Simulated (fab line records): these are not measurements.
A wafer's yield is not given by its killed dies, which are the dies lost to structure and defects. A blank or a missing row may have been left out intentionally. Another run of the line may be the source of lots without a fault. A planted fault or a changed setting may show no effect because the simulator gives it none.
Matching of chambers    flow n5-finfet    N5_BEOL_M5_PECVD_70 on pecvd-03: 3 sister chambers
The step deposits SiO2 from TEOS/O2, target thk 16 nm, time 18 s. 6 wafers are shown with their chamber, then 10 later ones without.

## WAFERS WITH THEIR CHAMBER
wafer   chamber  throttle-valve-pct (%)  showerhead-plenum-p-Torr (Torr)
L080.4  2        20.9                    8.82
L086.2  1        24.6                    8.78
L086.4  2        21.3                    8.85
L086.5  1        24.4                    8.77
L093.2  0        25.4                    8.81
L093.4  0        25.5                    8.79

## WAFERS WITH NO CHAMBER GIVEN
wafer   throttle-valve-pct (%)  showerhead-plenum-p-Torr (Torr)
L093.6  21.0                    8.84
L095.1  21.3                    8.80
L095.3  25.1                    8.82
L095.4  24.7                    8.77
L096.1  24.6                    8.76
L096.3  21.4                    8.81
L096.4  21.1                    8.82
L097.1  21.1                    8.82
L097.3  25.4                    8.81
L097.6  24.5                    8.76

## WHICH CHAMBER EACH ONE RAN IN
wafer   from the rows above  in truth
L093.6  2                    2
L095.1  2                    2
L095.3  0                    0
L095.4  1                    1
L096.1  1                    1
L096.3  2                    2
L096.4  2                    2
L097.1  2                    2
L097.3  0                    0
L097.6  1                    1
Placed correctly: 10 of 10. Left unplaced by these rows: 0. Wrongly placed: 0.
How it was worked out, from the rows above alone: a wafer's distance from a chamber is the root of the sum, over the readings, of the square of ((its reading less the chamber's mean) divided by the reading's scatter). The wafer belongs to the nearest chamber; if the next one is less than 2 further off, it can't be placed. The mean given for a chamber averages the wafers shown for that chamber. The scatter: take each reading less its chamber's mean, square it, sum over the shown wafers, divide by the number of wafers less the number of chambers, and take the root.
